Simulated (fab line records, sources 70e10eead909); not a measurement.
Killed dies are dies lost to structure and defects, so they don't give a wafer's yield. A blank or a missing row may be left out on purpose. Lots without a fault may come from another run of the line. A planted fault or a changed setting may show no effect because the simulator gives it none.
Which tool did it? | flow nand_harc | 12 lots, 36 wafers sampled, at 5 steps of a route of 1302

WHAT THE GAUGES READ, wafer by wafer
NHARC_END_SORT_01. Usual: killed_at_array 64, standard deviation 20; killed_at_other 0.7, standard deviation 1.1; killed_at_periphery 3.6, standard deviation 2.7; killed_dies 68, standard deviation 20; killed_open 2.8, standard deviation 1.9; killed_short 2.3, standard deviation 1.5.
lot  | measured     | on        | killed_at_array | killed_at_other | killed_at_periphery | killed_dies | killed_open | killed_short | flag
L967 | day 25 04:08 | prober-01 | 110 106 112     | 0 1 1           | 2 1 2               | 112 108 115 | 3 2 0       | 3 5 5        |
L968 | day 24 19:37 | prober-02 | 64 75 73        | 0 0 0           | 4 2 1               | 68 77 74    | 1 1 2       | 4 1 2        |
L969 | day 26 10:49 | prober-02 | 54 47 60        | 0 0 0           | 2 4 4               | 56 51 64    | 2 4 0       | 1 1 6        |
L970 | day 27 14:31 | prober-02 | 49 56 54        | 2 3 3           | 4 5 1               | 55 64 58    | 2 3 1       | 2 3 1        |
L971 | day 27 23:04 | prober-01 | 53 60 61        | 3 2 3           | 6 1 4               | 62 63 68    | 3 7 4       | 3 4 2        |
L974 | day 27 13:40 | prober-01 | 87 95 78        | 0 1 1           | 4 6 2               | 91 102 81   | 1 4 1       | 1 3 1        |
L976 | day 28 16:13 | prober-02 | 15 14 22        | 0 2 0           | 2 1 1               | 17 17 23    | 2 3 4       | 1 2 2        |
L979 | day 30 00:38 | prober-01 | 38 43 49        | 0 0 2           | 9 12 7              | 47 55 58    | 1 3 4       | 1 3 2        |
L981 | day 30 09:40 | prober-02 | 102 110 92      | 1 0 0           | 6 3 3               | 109 113 95  | 6 2 1       | 5 5 3        |
L986 | day 32 23:49 | prober-02 | 45 61 59        | 0 0 0           | 2 2 2               | 47 63 61    | 2 3 0       | 0 4 2        |
L988 | day 33 16:53 | prober-01 | 65 60 59        | 1 1 0           | 2 3 2               | 68 64 61    | 5 3 3       | 3 5 2        |
L989 | day 34 00:38 | prober-01 | 55 51 51        | 1 1 1           | 4 5 4               | 60 57 56    | 4 3 6       | 3 4 1        |

WHICH TOOL RAN EACH LOT (tool, then ch and the chambers of the sampled wafers, then the start)
lot  | NHARC_A_STAIRCASE_ETCH_188                    | NHARC_A_STAIRCASE_TRIM_193                    | NHARC_A_STAIRCASE_TRIM_196         | NHARC_A_STAIRCASE_ETCH_199
L967 | rie_diel-08 ch 0,2,3, day 16 18:56 or earlier | rie_diel-08 ch 1,2,3, day 16 18:56 or earlier | rie_diel-08 ch 0,2,3, day 16 18:56 | rie_diel-08 ch 1,2,3, day 16 19:20
L968 | rie_diel-02 ch 0,2,3, day 17 03:52 or earlier | rie_diel-02 ch 0,1,3, day 17 03:52 or earlier | rie_diel-08 ch 0,1,2, day 17 03:52 | rie_diel-08 ch 1,2,3, day 17 04:17
L969 | rie_diel-09 ch 0,1,3, day 18 02:02 or earlier | rie_diel-09 ch 0,1,3, day 18 02:02 or earlier | rie_diel-08 ch 0,1,2, day 18 02:02 | rie_diel-08 ch 0,1,3, day 18 02:26
L970 | rie_diel-02 ch 0,1,2, day 18 08:21 or earlier | rie_diel-02 ch 1,2, day 18 08:21 or earlier   | rie_diel-08 ch 1,2, day 18 08:21   | rie_diel-08 ch 0,2, day 18 08:46
L971 | rie_diel-08 ch 0,1, day 18 11:44 or earlier   | rie_diel-08 ch 0,1, day 18 11:44 or earlier   | rie_diel-02 ch 0,1,2, day 18 11:44 | rie_diel-02 ch 1,2, day 18 12:13
L974 | rie_diel-09 ch 0,3, day 19 09:01 or earlier   | rie_diel-09 ch 0,1,3, day 19 09:01 or earlier | rie_diel-09 ch 0,2, day 19 09:01   | rie_diel-09 ch 1,3, day 19 09:25
L976 | rie_diel-08 ch 0,1,3, day 20 13:17 or earlier | rie_diel-08 ch 2,3, day 20 13:17 or earlier   | rie_diel-02 ch 0,2,3, day 20 13:17 | rie_diel-02 ch 0,2, day 20 13:42
L979 | rie_diel-02 ch 2,3, day 21 07:05 or earlier   | rie_diel-02 ch 0,1,2, day 21 07:05 or earlier | rie_diel-02 ch 1,2,3, day 21 07:05 | rie_diel-02 ch 0,1,3, day 21 07:32
L981 | rie_diel-02 ch 1,2, day 22 09:56 or earlier   | rie_diel-02 ch 0,3, day 22 09:56 or earlier   | rie_diel-09 ch 0,1,3, day 22 09:56 | rie_diel-09 ch 0,2,3, day 22 10:20
L986 | rie_diel-09 ch 0,1,2, day 23 18:53 or earlier | rie_diel-09 ch 0,1,2, day 23 18:53 or earlier | rie_diel-09 ch 0,1,2, day 23 18:53 | rie_diel-09 ch 1,2, day 23 19:20
L988 | rie_diel-08 ch 1,2, day 24 17:55 or earlier   | rie_diel-08 ch 1,2,3, day 24 17:55 or earlier | rie_diel-08 ch 0,3, day 24 17:55   | rie_diel-08 ch 0,1,2, day 24 18:21
L989 | rie_diel-08 ch 1,2,3, day 25 18:17 or earlier | rie_diel-08 ch 1,2,3, day 25 18:17 or earlier | rie_diel-08 ch 0,2,3, day 25 18:17 | rie_diel-08 ch 0,2,3, day 25 18:42
- NHARC_A_STAIRCASE_ETCH_188: etches the open film in C4F8/O2, target depth 100 nm, time 40.5 s.
- NHARC_A_STAIRCASE_TRIM_193: chemistry O2, time 211.2 s.
- NHARC_A_STAIRCASE_TRIM_196: chemistry O2, time 211.2 s.
- NHARC_A_STAIRCASE_ETCH_199: etches the open film in C4F8/O2, target depth 100 nm, time 40.5 s.

WHAT THE TOOLS THEMSELVES READ (means of the sampled wafers that have a number; where no wafer has one, the mark that the record gives instead)
NHARC_A_STAIRCASE_ETCH_188. Usual: oes_product_au 0.949 a.u., standard deviation 0.011; rf_vpp_V 896 V, standard deviation 6.7; run_length_s 61.8 s, standard deviation 0.48.
lot  | tool        | oes_product_au (a.u.) | rf_vpp_V (V) | run_length_s (s) | flag
L967 | rie_diel-08 | 0.956                 | 890          | 61.9             |
L968 | rie_diel-02 | 0.955                 | 900          | 61.7             |
L969 | rie_diel-09 | 0.949                 | 894          | 61.7             |
L970 | rie_diel-02 | 0.938                 | 897          | 61.9             |
L971 | rie_diel-08 | 0.944                 | 890          | 62.4             |
L974 | rie_diel-09 | 0.947                 | 888          | 62.3             |
L976 | rie_diel-08 | 0.945                 | 890          | 62.1             |
L979 | rie_diel-02 | 0.946                 | 900          | 61.5             |
L981 | rie_diel-02 | 0.951                 | 892          | 61.6             |
L986 | rie_diel-09 | 0.961                 | 898          | 61.8             |
L988 | rie_diel-08 | 0.952                 | 894          | 62.1             |
L989 | rie_diel-08 | 0.948                 | 897          | 62.2             |

NHARC_A_STAIRCASE_TRIM_193. Usual: drypump_motor_current_A 5.8 A, standard deviation 0.52; oes_product_au 1.002 a.u., standard deviation 0.0095; rf_vpp_V 57.8 V, standard deviation 0.99; showerhead_plenum_p_Torr 3.53 Torr, standard deviation 0.19; throttle_valve_pct 17.035 %, standard deviation 0.0097.
lot  | tool        | drypump_motor_current_A (A) | oes_product_au (a.u.) | rf_vpp_V (V) | showerhead_plenum_p_Torr (Torr) | throttle_valve_pct (%) | flag
L967 | rie_diel-08 | 5.9                         | 1.005                 | 56.8         | 3.43                            | 17.033                 |
L968 | rie_diel-02 | 6.1                         | 1.011                 | 58.8         | 3.69                            | 17.033                 |
L969 | rie_diel-09 | 5.8                         | 1.007                 | 58.2         | 3.47                            | 17.038                 |
L970 | rie_diel-02 | 6.1                         | 0.993                 | 58.6         | 3.46                            | 17.038                 |
L971 | rie_diel-08 | 5.8                         | 0.999                 | 57.9         | 3.46                            | 17.038                 |
L974 | rie_diel-09 | 5.8                         | 1.002                 | 57.5         | 3.46                            | 17.038                 |
L976 | rie_diel-08 | 6.0                         | 1.003                 | 57.0         | 3.34                            | 17.037                 |
L979 | rie_diel-02 | 6.0                         | 0.998                 | 57.6         | 3.55                            | 17.028                 |
L981 | rie_diel-02 | 6.3                         | 0.998                 | 58.6         | 3.75                            | 17.041                 |
L986 | rie_diel-09 | 5.4                         | 1.005                 | 58.9         | 3.60                            | 17.040                 |
L988 | rie_diel-08 | 5.9                         | 0.999                 | 57.8         | 3.58                            | 17.036                 |
L989 | rie_diel-08 | 6.0                         | 0.993                 | 57.6         | 3.57                            | 17.038                 |

NHARC_A_STAIRCASE_TRIM_196. Usual: drypump_motor_current_A 5.8 A, standard deviation 0.52; oes_product_au 1.001 a.u., standard deviation 0.0093; rf_vpp_V 57.8 V, standard deviation 0.95; showerhead_plenum_p_Torr 3.50 Torr, standard deviation 0.18; throttle_valve_pct 17.036 %, standard deviation 0.0095.
lot  | tool        | drypump_motor_current_A (A) | oes_product_au (a.u.) | rf_vpp_V (V) | showerhead_plenum_p_Torr (Torr) | throttle_valve_pct (%) | flag
L967 | rie_diel-08 | 5.5                         | 0.999                 | 57.9         | 3.35                            | 17.039                 |
L968 | rie_diel-08 | 5.5                         | 1.002                 | 58.9         | 3.42                            | 17.042                 |
L969 | rie_diel-08 | 5.5                         | 1.001                 | 57.4         | 3.42                            | 17.037                 |
L970 | rie_diel-08 | 5.9                         | 1.007                 | 57.9         | 3.51                            | 17.034                 |
L971 | rie_diel-02 | 6.0                         | 0.998                 | 58.6         | 3.56                            | 17.026                 |
L974 | rie_diel-09 | 5.2                         | 0.994                 | 57.6         | 3.50                            | 17.036                 |
L976 | rie_diel-02 | 6.1                         | 1.005                 | 57.6         | 3.64                            | 17.040                 |
L979 | rie_diel-02 | 6.2                         | 0.999                 | 57.9         | 3.57                            | 17.033                 |
L981 | rie_diel-09 | 5.8                         | 1.015                 | 57.8         | 3.45                            | 17.037                 |
L986 | rie_diel-09 | 5.4                         | 1.004                 | 58.3         | 3.60                            | 17.042                 |
L988 | rie_diel-08 | 5.3                         | 0.988                 | 58.5         | 3.81                            | 17.047                 |
L989 | rie_diel-08 | 5.5                         | 0.985                 | 57.2         | 3.66                            | 17.034                 |

NHARC_A_STAIRCASE_ETCH_199. Usual: oes_product_au 0.949 a.u., standard deviation 0.011; rf_vpp_V 895 V, standard deviation 6.7; run_length_s 61.9 s, standard deviation 0.48.
lot  | tool        | oes_product_au (a.u.) | rf_vpp_V (V) | run_length_s (s) | flag
L967 | rie_diel-08 | 0.951                 | 892          | 62.1             |
L968 | rie_diel-08 | 0.948                 | 892          | 61.8             |
L969 | rie_diel-08 | 0.959                 | 890          | 62.0             |
L970 | rie_diel-08 | 0.958                 | 891          | 61.8             |
L971 | rie_diel-02 | 0.951                 | 895          | 61.5             |
L974 | rie_diel-09 | 0.946                 | 893          | 62.1             |
L976 | rie_diel-02 | 0.956                 | 895          | 61.3             |
L979 | rie_diel-02 | 0.947                 | 900          | 63.4             | OFF
L981 | rie_diel-09 | 0.958                 | 893          | 62.0             |
L986 | rie_diel-09 | 0.945                 | 903          | 61.6             |
L988 | rie_diel-08 | 0.940                 | 898          | 62.0             |
L989 | rie_diel-08 | 0.935                 | 901          | 62.1             |

THE ANSWER, worked out from the rows above alone
Rule: a lot is off if the mean of its wafers that have a number lies more than 3 standard deviations from the usual mean. A lot without any number at a reading at which 4 lots or more have one is off too. The other lots that the step has rows for count as sound. The gauges are gone through in route order, then the tools' own readings, and for those a lot's mean is taken as printed above. The first step at which some lot is off is used, and at that step the reading that is off furthest; a lot without a number counts as furthest.
Off: L979, at NHARC_A_STAIRCASE_ETCH_199 (run_length_s).
A tool fits if, at that step or a process step before it, it ran every lot that is off, and no sound lot after the first of them. NHARC_A_STAIRCASE_ETCH_188 gives no start for some lots, so the hours and the order of its lots are those of NHARC_A_STAIRCASE_TRIM_196. NHARC_A_STAIRCASE_TRIM_193 gives no start for some lots, so the hours and the order of its lots are those of NHARC_A_STAIRCASE_TRIM_196. One fits: rie_diel-02 at NHARC_A_STAIRCASE_TRIM_196 and NHARC_A_STAIRCASE_ETCH_199. At NHARC_A_STAIRCASE_TRIM_196 its last sound lot is L976 (day 20 13:17), its first lot that is off L979 (day 21 07:05): a fault that began between those two fits.

WHAT THE SIMULATOR HAD PUT IN
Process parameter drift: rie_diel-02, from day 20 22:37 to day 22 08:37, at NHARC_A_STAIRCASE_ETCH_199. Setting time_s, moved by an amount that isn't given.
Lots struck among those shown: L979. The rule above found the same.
